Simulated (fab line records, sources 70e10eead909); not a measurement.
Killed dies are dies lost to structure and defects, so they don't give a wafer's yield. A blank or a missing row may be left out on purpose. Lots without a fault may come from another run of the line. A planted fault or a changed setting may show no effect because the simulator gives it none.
fab line records | flow nand_harc
record lots=6 wafers=18 last_day=33
route steps=1302 shown P_M1@296 P_M2@318 END@1302
lots that met no fault: from a run of the same line without faults
start_h: hours from the record's first day to the start of the lot's first wafer shown | wait_h: hours since the lot's step before | " the same as in the row above | L1.1+2: a row that stands for several wafers | - no value, or no start given | * or withheld: withheld | < > ~ a bound
route shown NAME@n: a module of which the file shows steps, and the number in the route of the first | usual: mean/standard deviation of fault-free wafers | same: alike in all rows | chamber/n: place in a boat | sites: the reading at each site | _std_site: their standard deviation | _edge_site: outer sites' mean less inner sites' | radius_mm: how far each site lies from the wafer's centre | mask NAME#n: copy n | behind: the tool/chamber that last shaped the wafer | hold: why the lot was held/for how many hours/how that ended | device: the transistor (n, p or np) that didn't switch | end of line: the same wafers' tests at the end of the route | a step without rows: its recipe alone | killed: dies lost to structure and defects at the first sort, not the wafer's yield | map: a wafer's dies, x killed, . not, _ none there
set.NAME: the setting as run; set.NAME@STEP: as run at that earlier step | model.NAME: the simulator's own value behind a step, which no gauge read
lots at some steps of the route; a table a step, a row a wafer
services: from which hour (start_h, from the record's first day; less than 0 if before it) a tool's chamber was out of use, for how many hours, and why
## steps
# step NHARC_P_M1_OVL_MEAS_10
# recipe pitch_nm=260
# usual overlay_x_nm=0.1/0.85 overlay_y_nm=-0.2/0.89
# columns lot.wafer tool chamber start_h wait_h overlay_x_nm overlay_y_nm
L416.1 overlay-01 - 141.60 - 0.4 -0.1
L416.4 " - " " 0.7 -1.1
L416.5 " - " " 0.6 -0.3
L423.1 overlay-02 - 214.53 - 0.0 -0.5
L423.3 " - " " 0.6 -0.6
L423.6 " - " " 0.2 -0.4
L425.1 overlay-01 - 236.98 - 0.3 -2.5
L425.5 " - " " 0.7 -3.0
L425.6 " - " " 0.1 -1.7
L431.2 overlay-01 - 299.67 - -0.6 0.4
L431.4 " - " " -0.5 0.2
L431.6 " - " " -1.1 0.1
L433.1 overlay-01 - 314.56 - 0.3 -0.7
L433.4 " - " " 0.2 -0.2
L433.6 " - " " 0.7 0.2
L437.1 overlay-01 - 353.59 - -0.1 -0.5
L437.2 " - " " -1.0 -0.8
L437.5 " - " " -1.2 -0.5
# step NHARC_P_M1_INSPECT_11
# usual raw_defect_count=4.2/2.4
# columns lot.wafer tool chamber start_h wait_h raw_defect_count
L416.1 defect_inspect-01 - 141.63 0.0 3
L416.4 " - " " 6
L416.5 " - " " 2
L423.1 defect_inspect-01 - 214.57 0.0 4
L423.3 " - " " 13
L423.6 " - " " 8
L425.1 defect_inspect-02 - 237.02 0.0 4
L425.5 " - " " 5
L425.6 " - " " 1
L431.2 defect_inspect-02 - 299.71 0.0 5
L431.4 " - " " 2
L431.6 " - " " 4
L433.1 defect_inspect-01 - 314.59 0.0 6
L433.4 " - " " 6
L433.6 " - " " 3
L437.1 defect_inspect-01 - 353.62 0.0 2
L437.2 " - " " 1
L437.5 " - " " 2
# step NHARC_P_M1_DESCUM_14
# recipe time_s=3 o2_flow_sccm=200 ar_flow_sccm=0 bias_power_w=0 chemistry=O2
# step NHARC_P_M1_ETCH_35
# recipe target_depth_a=400 overetch_a=120 time_s=43.94 ion_energy_ev=200 n2_flow_sccm=150 h2_flow_sccm=150 ar_flow_sccm=0 rf_w=400 bias_w=150 chemistry=N2/H2
# step NHARC_P_M1_ETCH_15
# recipe target_depth_a=1825 time_s=91.2 c4f8_flow_sccm=withheld ar_flow_sccm=400 rf_w=600 bias_w=300 chemistry=C4F8/Ar
# step NHARC_P_M1_CD_MEAS_16
# usual cd_nm=129.8/0.55
# columns lot.wafer tool chamber start_h wait_h cd_nm
L416.1 cd_sem-03 - 142.00 - 130.0
L416.4 " - " " 130.3
L416.5 " - " " 130.1
L423.1 cd_sem-02 - 214.93 - 130.3
L423.3 " - " " 129.2
L423.6 " - " " 129.4
L425.1 cd_sem-03 - 237.38 - 129.6
L425.5 " - " " 129.4
L425.6 " - " " 129.9
L431.2 cd_sem-01 - 300.12 - 129.2
L431.4 " - " " 129.9
L431.6 " - " " 129.4
L433.1 cd_sem-01 - 314.96 - 130.8
L433.4 " - " " 129.6
L433.6 " - " " 130.0
L437.1 cd_sem-02 - 354.04 - 130.0
L437.2 " - " " 130.9
L437.5 " - " " 130.6
# step NHARC_P_M1_STRIP_18
# recipe power_w=1000 n2_flow_sccm=150 h2_flow_sccm=150 ar_flow_sccm=0 bias_w=0 chemistry=N2/H2
# usual drypump_motor_current_A=6.0/0.35 oes_product_au=1.001/0.0068 rf_vpp_V=90.7/0.95 showerhead_plenum_p_Torr=2.05/0.082 throttle_valve_pct=14.172/0.0095
# columns lot.wafer tool chamber start_h wait_h drypump_motor_current_A oes_product_au rf_hours_counter_h rf_vpp_V showerhead_plenum_p_Torr throttle_valve_pct
L416.1 rie_diel-01 1 142.13 0.1 5.8 1.008 7 90.0 1.95 14.177
L416.4 " 2 " " 6.3 0.996 7 91.3 2.14 14.182
L416.5 " 3 " " 6.3 0.997 - 88.2 2.03 14.170
L423.3 rie_diel-01 2 215.06 0.1 6.3 0.991 0 92.2 2.14 14.188
L423.1 " 3 " " 6.3 1.002 0 89.8 2.03 14.185
L423.6 " 1 " " 5.8 0.997 - 89.8 1.95 14.181
L425.1 rie_diel-01 1 237.49 0.1 5.8 1.007 1 89.6 1.95 14.157
L425.5 " 0 " " 5.8 1.008 - 89.9 2.06 14.152
L425.6 " 1 " " 5.8 1.001 - 91.0 1.95 14.178
L431.2 rie_diel-01 2 300.26 0.1 6.3 1.001 6 92.1 2.14 14.182
L431.6 " 3 " " 6.3 1.003 - 92.4 2.03 14.169
L431.4 " 0 " " 5.7 0.998 - 90.3 2.06 14.172
L433.1 rie_diel-04 2 315.04 0.1 6.2 0.993 41 92.3 2.11 14.166
L433.4 " 3 " " 6.0 0.992 46 91.8 2.18 14.167
L433.6 " 2 " " 6.2 0.997 - 91.7 2.11 14.181
L437.1 rie_diel-04 2 354.11 0.1 6.2 0.997 54 90.3 2.11 14.181
L437.2 " 0 " " 5.2 1.011 50 90.2 1.96 14.181
L437.5 " 2 " " 6.2 1.003 - 91.9 2.11 14.175
# step NHARC_P_M1_ETCH_28
# recipe target_depth_a=300 over_etch_frac=0.3 time_s=72.99 ion_energy_ev=150 cf4_flow_sccm=50 n2_flow_sccm=100 ar_flow_sccm=150 rf_w=300 bias_w=100 chemistry=CF4/N2
# step NHARC_P_M1_STRIP_19
# recipe time_s=600 temp_c=30 chemistry=post_etch_residue_remover
# step NHARC_P_M1_DEGAS_29
# recipe temp_c=250 time_s=60
# step NHARC_P_M1_PRE_CLEAN_30
# recipe time_s=30 temp_c=280 gas=H2/He
# step NHARC_P_M1_PVD_20
# recipe target_thk_a=50 bias_v=168.6 power_w=15000 chamber_pressure_pa=0.12 time_s=8.06 substrate_temp_c=50 material=TaN
# usual throttle_valve_pct=30.3/1.5
# columns lot.wafer tool chamber start_h wait_h throttle_valve_pct
L416.1 pvd_sputter-01 - - - 29.3
L416.4 " - " " 29.5
L416.5 " - " " 31.6
L423.1 pvd_sputter-01 - - - 29.1
L423.3 " - " " 31.5
L423.6 " - " " 29.5
L425.1 pvd_sputter-01 - - - 31.8
L425.6 " - " " 30.6
L425.5 " - " " 30.5
L431.2 pvd_sputter-03 - - - 31.1
L431.4 " - " " 31.4
L431.6 " - " " 31.2
L433.1 pvd_sputter-03 - - - 32.7
L433.4 " - " " 31.3
L433.6 " - " " 31.1
L437.2 pvd_sputter-01 - - - 30.4
L437.1 " - " " 30.1
L437.5 " - " " 30.6
# step NHARC_P_M1_PVD_21
# recipe target_thk_a=300 chamber_pressure_pa=5 power_w=5000 substrate_temp_c=30 time_s=20.49 material=Cu
# usual throttle_valve_pct=30.3/1.6
# columns lot.wafer tool chamber start_h wait_h throttle_valve_pct
L416.4 pvd_sputter-01 - 142.94 - 29.2
L416.1 " - " " 29.5
L416.5 " - " " 29.2
L423.1 pvd_sputter-01 - 215.90 - 29.5
L423.3 " - " " 31.5
L423.6 " - " " 29.3
L425.1 pvd_sputter-01 - 238.42 - 30.2
L425.6 " - " " 32.0
L425.5 " - " " 27.0
L431.4 pvd_sputter-03 - 301.14 - 31.3
L431.2 " - " " 32.0
L431.6 " - " " 31.2
L433.4 pvd_sputter-03 - 315.90 - 32.2
L433.1 " - " " 32.8
L433.6 " - " " 31.8
L437.2 pvd_sputter-01 - 355.05 - 30.6
L437.1 " - " " 29.9
L437.5 " - " " 31.6
# step NHARC_P_M1_ECD_22
# recipe target_thk_a=4000 bath_temp_c=25 material=Cu
# step NHARC_P_M1_ANNEAL_31
# recipe temp_c=225 time_s=90
# usual wafer_temp_C_max=225.62/0.24
# columns lot.wafer tool chamber start_h wait_h wafer_temp_C_max
L416.1 rtp_anneal-01 0 143.45 - 225.59
L416.4 " 0 " " 225.47
L416.5 " 0 " " 225.69
L423.1 rtp_anneal-02 0 216.40 - 225.38
L423.3 " 0 " " 225.41
L423.6 " 0 " " 225.28
L425.1 rtp_anneal-02 0 238.93 0.3 225.99
L425.5 " 0 " " 225.96
L425.6 " 0 " " 225.98
L431.2 rtp_anneal-02 0 301.70 0.3 225.12
L431.4 " 0 " " 225.07
L431.6 " 0 " " 225.53
L433.1 rtp_anneal-02 0 316.41 0.3 225.58
L433.4 " 0 " " 225.88
L433.6 " 0 " " 225.53
L437.1 rtp_anneal-01 0 355.54 - 225.58
L437.2 " 0 " " 225.57
L437.5 " 0 " " 225.52
# step NHARC_P_M1_CMP_23
# recipe t_overpolish_s=20 target_thk_nm=157.82
# usual motor_current_A=12.0/1 slurry_flow_ml_min=150.0/0.45 time_to_endpoint_s=28.0/2.3
# columns lot.wafer tool chamber start_h wait_h motor_current_A slurry_flow_ml_min time_to_endpoint_s
L416.4 cmp-01 2 143.79 - 11.2 150.6 26.2
L416.1 " 3 " " 13.3 150.0 28.1
L416.5 " 2 " " 11.0 150.1 26.7
L423.1 cmp-02 3 216.74 - 10.4 149.9 24.1
L423.3 " 2 " " 11.1 149.5 25.2
L423.6 " 0 " " 13.2 150.5 26.7
L425.1 cmp-01 1 239.30 - 11.5 150.1 26.5
L425.6 " 0 " " 14.0 149.5 27.4
L425.5 " 1 " " 11.9 150.2 30.3
L431.4 cmp-02 3 302.02 - 10.8 149.9 24.3
L431.2 " 1 " " 11.3 149.9 24.2
L431.6 " 3 " " 10.4 150.4 25.1
L433.4 cmp-01 0 316.76 - 13.3 150.9 28.7
L433.1 " 1 " " 11.5 150.7 30.6
L433.6 " 1 " " 10.5 150.9 30.4
L437.1 cmp-04 0 355.88 - 11.0 150.0 34.1
L437.2 " 2 " " 12.2 150.2 29.5
L437.5 " 1 " " 12.9 150.6 27.8
# step NHARC_P_M1_SRD_25
# step NHARC_P_M1_PRE_CLEAN_32
# recipe time_s=12 temp_c=370 rf_power_w=300 gas=NH3
# step NHARC_P_M1_DEP_33
# recipe target_thk_a=300 temp_c=370 target_thk_nm=30 pressure_torr=3 flow_sccm=200 rf_w=450 material=SiCN
# step NHARC_P_M2_DEP_00
# recipe target_thk_a=1825 target_thk_nm=182.5 temp_c=withheld pressure_torr=5 flow_sccm=200 rf_w=600 material=SiOC
# step NHARC_P_M2_DEHYDRATE_01
# recipe temp_c=150 time_s=120
# step NHARC_P_M2_HMDS_02
# recipe time_s=30
# step NHARC_P_M2_COAT_34
# recipe temp_c=200 time_s=65
# step NHARC_P_M2_COAT_03
# recipe spin_rpm=1500 resist_thk_nm=90
# step NHARC_P_M2_SOFTBAKE_04
# recipe temp_c=105 time_s=55
# step NHARC_P_M2_EBR_05
# step NHARC_P_M2_EXPOSE_06
# recipe na=1.35 target_cd_nm=170 dose_mj=80.78 mask_id=P_M2
# step NHARC_P_M2_PEB_07
# recipe peb_temp_c=100 peb_time_s=65
# step NHARC_P_M2_DEVELOP_08
# recipe develop_time_s=35 dev_temp_c=23
# step NHARC_P_M2_CD_MEAS_09
# recipe target_cd_nm=170 landing_energy_ev=500
# usual cd_nm=169.8/0.57
# columns lot.wafer tool chamber start_h wait_h cd_nm
L416.1 cd_sem-02 0 145.53 - 169.5
L416.4 " 0 " " 170.1
L416.5 " 0 " " 170.5
L423.1 cd_sem-01 0 218.65 - 169.1
L423.3 " 0 " " 169.4
L423.6 " 0 " " 169.7
L425.1 cd_sem-03 0 241.08 - 169.1
L425.5 " 0 " " 169.3
L425.6 " 0 " " 169.5
L431.2 cd_sem-01 0 303.88 - 168.7
L431.4 " 0 " " 168.9
L431.6 " 0 " " 168.4
L433.1 cd_sem-01 0 318.60 - 168.9
L433.4 " 0 " " 168.6
L433.6 " 0 " " 168.7
L437.1 cd_sem-03 0 357.60 - 170.8
L437.2 " 0 " " 170.5
L437.5 " 0 " " 170.6
# step NHARC_P_M2_OVL_MEAS_10
# recipe pitch_nm=340
# usual overlay_x_nm=0.2/0.93 overlay_y_nm=0.1/0.83
# columns lot.wafer tool chamber start_h wait_h overlay_x_nm overlay_y_nm
L416.1 overlay-02 - 145.61 - 0.0 -0.2
L416.4 " - " " 0.1 -0.8
L416.5 " - " " 0.3 -1.0
L423.1 overlay-02 - 218.74 - 0.5 -0.3
L423.3 " - " " 1.1 0.5
L423.6 " - " " 0.7 0.0
L425.1 overlay-01 - 241.17 - -0.1 -0.2
L425.5 " - " " -0.7 -0.1
L425.6 " - " " -0.4 0.5
L431.2 overlay-02 - 303.97 - -1.1 1.7
L431.4 " - " " -0.4 1.2
L431.6 " - " " -0.5 1.2
L433.1 overlay-01 - 318.68 - -0.7 -0.2
L433.4 " - " " -0.2 0.0
L433.6 " - " " -0.7 -1.1
L437.1 overlay-02 - 357.69 - 0.7 0.4
L437.2 " - " " 0.7 0.0
L437.5 " - " " -0.2 0.6
# step NHARC_P_M2_DESCUM_14
# recipe time_s=3 o2_flow_sccm=200 ar_flow_sccm=0 bias_power_w=0 chemistry=O2
# step NHARC_P_M2_ETCH_35
# recipe target_depth_a=400 overetch_a=120 time_s=43.94 ion_energy_ev=200 n2_flow_sccm=150 h2_flow_sccm=150 ar_flow_sccm=0 rf_w=400 bias_w=150 chemistry=N2/H2
# step NHARC_P_M2_ETCH_15
# recipe target_depth_a=1825 time_s=91.2 c4f8_flow_sccm=withheld ar_flow_sccm=400 rf_w=600 bias_w=300 chemistry=C4F8/Ar
# step NHARC_P_M2_CD_MEAS_16
# usual cd_nm=169.9/0.72
# columns lot.wafer tool chamber start_h wait_h cd_nm
L416.1 cd_sem-01 - 146.06 - 170.0
L416.4 " - " " 169.6
L416.5 " - " " 170.3
L423.1 cd_sem-02 - 219.15 - 169.8
L423.3 " - " " 168.8
L423.6 " - " " 170.2
L425.1 cd_sem-02 - 241.57 - 169.3
L425.5 " - " " 169.5
L425.6 " - " " 169.2
L431.2 cd_sem-03 - 304.37 - 168.0
L431.4 " - " " 168.4
L431.6 " - " " 168.3
L433.1 cd_sem-03 - 319.09 - 169.4
L433.4 " - " " 167.8
L433.6 " - " " 168.7
L437.1 cd_sem-01 - 358.10 - 170.9
L437.2 " - " " 170.4
L437.5 " - " " 170.5
# step NHARC_P_M2_STRIP_18
# recipe power_w=1000 n2_flow_sccm=150 h2_flow_sccm=150 ar_flow_sccm=0 bias_w=0 chemistry=N2/H2
# step NHARC_P_M2_ETCH_28
# recipe target_depth_a=300 over_etch_frac=0.3 time_s=72.99 ion_energy_ev=150 cf4_flow_sccm=50 n2_flow_sccm=100 ar_flow_sccm=150 rf_w=300 bias_w=100 chemistry=CF4/N2
# usual drypump_motor_current_A=5.7/0.5 oes_product_au=0.998/0.0083 rf_vpp_V=313.0/1.9 showerhead_plenum_p_Torr=2.56/0.097 throttle_valve_pct=19.794/0.0085
# columns lot.wafer tool chamber start_h wait_h drypump_motor_current_A oes_product_au rf_hours_counter_h rf_vpp_V showerhead_plenum_p_Torr throttle_valve_pct
L416.1 rie_diel-06 2 - - 5.0 1.000 1.1 315.0 2.68 19.787
L416.5 " 0 " " 5.4 1.007 - 311.5 2.49 19.794
L416.4 " 1 " " 6.4 1.002 - 312.6 2.50 19.783
L423.1 rie_diel-13 3 - - 6.4 0.995 3.5 312.7 2.47 19.791
L423.3 " 0 " " 5.1 1.008 3.1 312.4 2.51 19.789
L423.6 " 0 " " 5.1 1.006 - 312.3 2.51 19.801
L425.1 rie_diel-06 2 - - 5.0 0.998 7.4 314.7 2.68 19.789
L425.6 " 2 " " 5.0 1.002 - 313.0 2.68 19.796
L425.5 " 3 " " 5.5 1.000 - 312.3 2.46 19.811
L431.2 rie_diel-05 2 - - 6.1 0.989 4.6 312.7 2.54 19.796
L431.4 " 0 " " 5.7 0.997 4.7 316.5 2.77 19.786
L431.6 " 2 " " 6.2 0.990 - 313.0 2.54 19.801
L433.1 rie_diel-13 3 - - 6.3 1.004 4.7 310.8 2.47 19.796
L433.4 " 0 " " 5.1 1.003 4.9 313.1 2.51 19.796
L433.6 " 3 " " 6.3 0.990 - 310.5 2.47 19.804
L437.1 rie_diel-06 0 - - 5.5 0.992 2.4 311.0 2.48 19.793
L437.2 " 1 " " 6.4 0.997 2.4 312.1 2.49 19.801
L437.5 " 3 " " 5.5 1.003 - 311.6 2.45 19.802
# step NHARC_P_M2_STRIP_19
# recipe time_s=600 temp_c=30 chemistry=post_etch_residue_remover
# step NHARC_END_SORT_01
# recipe temp_c=25
# usual defect_limited_yield=90.8/2.2 killed_at_array=58/15 killed_at_other=0.8/1.2 killed_at_periphery=3.5/2.5 killed_dies=62/15 killed_open=3.2/1.7 killed_short=2.4/1.5
# same gross_dies=677
# columns lot.wafer tool chamber start_h wait_h defect_limited_yield[%] killed_at_array killed_at_other killed_at_periphery killed_dies killed_open killed_short
L423.1 prober-01 0 638.96 2.5 82.1 33 0 88 121 3 4
L423.3 prober-01 0 640.57 3.1 81.2 55 0 72 127 1 2
L423.6 prober-01 0 642.98 4.0 78.9 44 2 97 143 2 2
L425.1 prober-01 0 647.18 2.5 78.4 46 1 99 146 5 0
L425.5 prober-01 0 650.37 3.7 86.3 41 0 52 93 6 2
L425.6 prober-01 0 651.17 4.0 84.0 38 1 69 108 2 0
# killed by level:class
L423.1 P_M1:unspecified=83 A_SLIT:chamber_film_flake=12 A_STAIRCASE:chamber_film_flake=5 A_CONTACT:chamber_film_flake=3 A_ONON_D1:geometric_particle:short=2 A_CHANNEL_FILL_D1:geometric_particle:short=2 P_GATE:chamber_film_flake=2 P_M1:chamber_film_flake=2
L423.3 P_M1:unspecified=61 A_SLIT:chamber_film_flake=29 A_CHANNEL_HOLE_D2:chamber_film_flake=13 P_M1:chamber_film_flake=6 A_STAIRCASE:chamber_film_flake=4 P_GATE:chamber_film_flake=3 A_CONTACT:chamber_film_flake=3 A_CHANNEL_FILL_D2:geometric_particle:short=2
L423.6 P_M1:unspecified=91 A_SLIT:chamber_film_flake=19 A_CHANNEL_HOLE_D2:chamber_film_flake=11 A_STAIRCASE:chamber_film_flake=6 P_M1:chamber_film_flake=4 THIN_TSV:chamber_film_flake=2 A_CHANNEL_FILL_D1:chamber_film_flake=1 A_CHANNEL_FILL_D1:geometric_particle:short=1
L425.1 P_M1:unspecified=95 A_SLIT:chamber_film_flake=30 A_CHANNEL_HOLE_D1:chamber_film_flake=6 P_M2:chamber_film_flake=2 A_DECK1_JOINT:chamber_film_flake=2 A_STAIRCASE:chamber_film_flake=2 A_M0:chamber_film_flake=2 P_CONTACT:geometric_particle:open=1
L425.5 P_M1:unspecified=46 A_SLIT:chamber_film_flake=28 P_M2:chamber_film_flake=3 A_CHANNEL_FILL_D2:geometric_particle:open=2 A_STAIRCASE:chamber_film_flake=2 A_WL_FILL:chamber_film_flake=2 P_GATE:geometric_particle:open=1 P_CONTACT:geometric_particle:short=1
L425.6 P_M1:unspecified=63 A_SLIT:chamber_film_flake=19 A_CHANNEL_HOLE_D1:chamber_film_flake=9 A_CONTACT:chamber_film_flake=5 P_M2:chamber_film_flake=3 P_M1:chamber_film_flake=2 A_STAIRCASE:chamber_film_flake=2 P_M0:geometric_particle:open=1
# map L423.6 (x killed, . not)
____________.____________
_________..x...._________
_______..........._______
______.x...........______
_____..............._____
____........x........____
____.................____
___..........x.x...x..___
___..x.xx...x.x.......___
__....xxxx.xxx.x.......__
__.....xxxx.xxxx.......__
_...xxxxxxxxxx...x.x...._
_...xxxxxxxxxxxx........_
_..xxxxxxxxxxxx.xx.x...._
_..xxxxxxxxx.xx...x....._
_..xxxxxxxxxxx..x......._
...xxxxxxxxx.xx.x........
....xxxxxxxxx............
...xxxxxxxx..............
......xxxxx..............
......xxxx.x.............
_.....xx................_
_......x................_
_.x....................._
_......x..x............._
_.......x...x....x......_
__.....................__
__..x.....x............__
___...................___
___...................___
____.................____
____.................____
_____..............._____
______.......x.....______
_______.....x....._______
_________.x....._________
____________.____________
# map L425.1 (x killed, . not)
____________.____________
_________......._________
_______.....x....._______
______.............______
_____...........x..._____
____..........x......____
____.........xx......____
___...........xx......___
___.........x.........___
__.........xxxxx.......__
__....x...x.xxx.x......__
_.........x.xx.x.......x_
_.........xxxx.........._
_..........xxxxx........_
_..........xxxxxx......._
_...........x..........._
.............x.x.........
........x.....xx.........
.........................
...........x.............
.......x..x..x...........
_......................._
_...........x.x........._
_.........xxxxxx........_
_.......x.xxxxx.x......._
_.....x.xxxxxxxxx......._
__.......xxxxxxxx......__
__.......xxxxxxxx......__
___.....xxxxxxxxxx....___
___.....xxxxxxxxx....x___
____....xxxxxxxxx....____
____.....xxxxxxx.....____
_____....xxxxxxx...._____
______...xxxxxx....______
_______...xxxxx..._______
_________x...x.._________
____________.____________
## services
# columns tool chamber start_h hours kind
rie_diel-06 - 126.38 0.3 repair
rie_diel-06 - 130.20 9.0 pm
rie_diel-06 3 141.87 29.6 repair
pvd_sputter-03 - 170.00 10.0 pm
rie_diel-01 - 181.60 2.8 repair
rie_diel-01 3 186.98 3.7 repair
cmp-01 - 187.55 4.0 pm
rie_diel-01 - 203.82 9.0 pm
pvd_sputter-01 - 211.88 1.0 repair
pvd_sputter-01 - 214.40 1.0 repair
pvd_sputter-01 - 226.00 10.0 pm
pvd_sputter-03 - 226.99 5.3 repair
rie_diel-01 3 235.24 23.5 repair
rie_diel-01 3 273.97 11.6 repair
rie_diel-01 0 277.60 4.9 repair
cmp-01 - 285.55 4.0 pm
rie_diel-01 1 288.20 93.8 repair
pvd_sputter-01 - 302.94 0.7 repair
rie_diel-06 - 307.20 9.0 pm
rie_diel-01 0 319.61 7.2 repair
rie_diel-01 2 339.49 4.7 repair
pvd_sputter-03 - 343.79 3.8 repair
pvd_sputter-03 - 348.00 10.0 pm
rie_diel-01 - 356.90 1.0 repair
## key
first_sign step=NHARC_END_SORT_01 reading=killed_at_periphery direction=up sigmas=31 usual=3.5 struck=79.5
effect step=NHARC_END_SORT_01 reading=defect_limited_yield direction=down sigmas=4.1 usual=90.8 struck=81.8
more_kills_born_at NHARC_P_M1_PVD_21@pvd_sputter-01=439
met_at NHARC_P_M1_PVD_21
struck_wafers L423.1,L423.3,L423.6,L425.1,L425.5,L425.6
onset_between 142.94 215.90
fault kind=chamber_particle_source tool=pvd_sputter-01 chamber=- onset_h=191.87 steps=NHARC_P_M1_PVD_21 rate_per_visit_cm2=1.3472 end_h=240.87
